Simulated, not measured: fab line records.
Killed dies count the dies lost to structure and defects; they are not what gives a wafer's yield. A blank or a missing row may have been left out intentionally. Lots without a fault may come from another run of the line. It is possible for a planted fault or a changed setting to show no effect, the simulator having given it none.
Matching of chambers || flow n5-finfet || N5_BEOL_M9_DESCUM_16 on rie-diel-03 has 4 sister chambers
The step chemistry O2, time 7.9 s. 14 wafers are shown with their chamber, then 7 later ones without.

== WAFERS PAIRED WITH THEIR CHAMBERS ==
{"wafer": "L074.1", "chamber": 1, "showerhead-plenum-p-Torr (Torr)": 2.15, "drypump-motor-current-A (A)": 6.1, "throttle-valve-pct (%)": 20.55}
{"wafer": "L074.3", "chamber": 0, "showerhead-plenum-p-Torr (Torr)": 2.04, "drypump-motor-current-A (A)": 4.7, "throttle-valve-pct (%)": 20.23}
{"wafer": "L074.5", "chamber": 3, "showerhead-plenum-p-Torr (Torr)": 2.23, "drypump-motor-current-A (A)": 5.5, "throttle-valve-pct (%)": 20.28}
{"wafer": "L077.2", "chamber": 3, "showerhead-plenum-p-Torr (Torr)": 2.23, "drypump-motor-current-A (A)": 5.5, "throttle-valve-pct (%)": 20.29}
{"wafer": "L077.5", "chamber": 1, "showerhead-plenum-p-Torr (Torr)": 2.15, "drypump-motor-current-A (A)": 6.1, "throttle-valve-pct (%)": 20.54}
{"wafer": "L077.6", "chamber": 0, "showerhead-plenum-p-Torr (Torr)": 2.04, "drypump-motor-current-A (A)": 4.7, "throttle-valve-pct (%)": 20.24}
{"wafer": "L080.1", "chamber": 2, "showerhead-plenum-p-Torr (Torr)": 2.23, "drypump-motor-current-A (A)": 5.3, "throttle-valve-pct (%)": 20.36}
{"wafer": "L080.2", "chamber": 1, "showerhead-plenum-p-Torr (Torr)": 2.15, "drypump-motor-current-A (A)": 6.0, "throttle-valve-pct (%)": 20.55}
{"wafer": "L080.3", "chamber": 0, "showerhead-plenum-p-Torr (Torr)": 2.04, "drypump-motor-current-A (A)": 4.8, "throttle-valve-pct (%)": 20.26}
{"wafer": "L080.4", "chamber": 3, "showerhead-plenum-p-Torr (Torr)": 2.22, "drypump-motor-current-A (A)": 5.5, "throttle-valve-pct (%)": 20.31}
{"wafer": "L080.5", "chamber": 1, "showerhead-plenum-p-Torr (Torr)": 2.15, "drypump-motor-current-A (A)": 6.0, "throttle-valve-pct (%)": 20.56}
{"wafer": "L080.6", "chamber": 0, "showerhead-plenum-p-Torr (Torr)": 2.04, "drypump-motor-current-A (A)": 4.7, "throttle-valve-pct (%)": 20.26}
{"wafer": "L090.2", "chamber": 2, "showerhead-plenum-p-Torr (Torr)": 2.22, "drypump-motor-current-A (A)": 5.3, "throttle-valve-pct (%)": 20.40}
{"wafer": "L090.3", "chamber": 0, "showerhead-plenum-p-Torr (Torr)": 2.03, "drypump-motor-current-A (A)": 4.8, "throttle-valve-pct (%)": 20.30}

SIGNATURES (averages over the wafers above)
{"reading": "showerhead-plenum-p-Torr", "chamber 0": 2.0380, "chamber 1": 2.1500, "chamber 2": 2.2250, "chamber 3": 2.2267, "scatter within a chamber": 0.00443}
{"reading": "drypump-motor-current-A", "chamber 0": 4.740, "chamber 1": 6.050, "chamber 2": 5.300, "chamber 3": 5.500, "scatter within a chamber": 0.0469}
{"reading": "throttle-valve-pct", "chamber 0": 20.2580, "chamber 1": 20.5500, "chamber 2": 20.3800, "chamber 3": 20.2933, "scatter within a chamber": 0.0208}
Rule: a wafer's distance from a chamber is the root of the sum, over the readings, of the square of ((its reading less the chamber's mean) divided by the reading's scatter). If the next closest chamber is less than 2 further off than the closest, the wafer can't be placed; otherwise it belongs to the closest. How the scatter is found: for the shown wafers, subtract from each reading the mean of its chamber, square and add these, divide the total by (wafers less chambers), then take the root.

== WAFERS MISSING THEIR CHAMBER ==
{"wafer": "L090.6", "showerhead-plenum-p-Torr (Torr)": 2.22, "drypump-motor-current-A (A)": 5.5, "throttle-valve-pct (%)": 20.34}
{"wafer": "L093.3", "showerhead-plenum-p-Torr (Torr)": 2.03, "drypump-motor-current-A (A)": 4.8, "throttle-valve-pct (%)": 20.30}
{"wafer": "L093.4", "showerhead-plenum-p-Torr (Torr)": 2.21, "drypump-motor-current-A (A)": 5.5, "throttle-valve-pct (%)": 20.34}
{"wafer": "L093.5", "showerhead-plenum-p-Torr (Torr)": 2.03, "drypump-motor-current-A (A)": 4.8, "throttle-valve-pct (%)": 20.32}
{"wafer": "L097.1", "showerhead-plenum-p-Torr (Torr)": 2.22, "drypump-motor-current-A (A)": 5.3, "throttle-valve-pct (%)": 20.42}
{"wafer": "L097.2", "showerhead-plenum-p-Torr (Torr)": 2.03, "drypump-motor-current-A (A)": 4.8, "throttle-valve-pct (%)": 20.31}
{"wafer": "L097.5", "showerhead-plenum-p-Torr (Torr)": 2.21, "drypump-motor-current-A (A)": 5.5, "throttle-valve-pct (%)": 20.35}

== WHICH CHAMBER EACH ONE RAN IN ==
{"wafer": "L090.6", "from the rows above": 3, "in truth": 3}
{"wafer": "L093.3", "from the rows above": 0, "in truth": 0}
{"wafer": "L093.4", "from the rows above": "can't be placed: 3 or 2", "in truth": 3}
{"wafer": "L093.5", "from the rows above": 0, "in truth": 0}
{"wafer": "L097.1", "from the rows above": 2, "in truth": 2}
{"wafer": "L097.2", "from the rows above": 0, "in truth": 0}
{"wafer": "L097.5", "from the rows above": "can't be placed: 3 or 2", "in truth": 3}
Correct placement for 5 of the 7. Can't be placed from these rows: 2 (the true chamber is among the candidates in 2). Wrongly placed: 0.
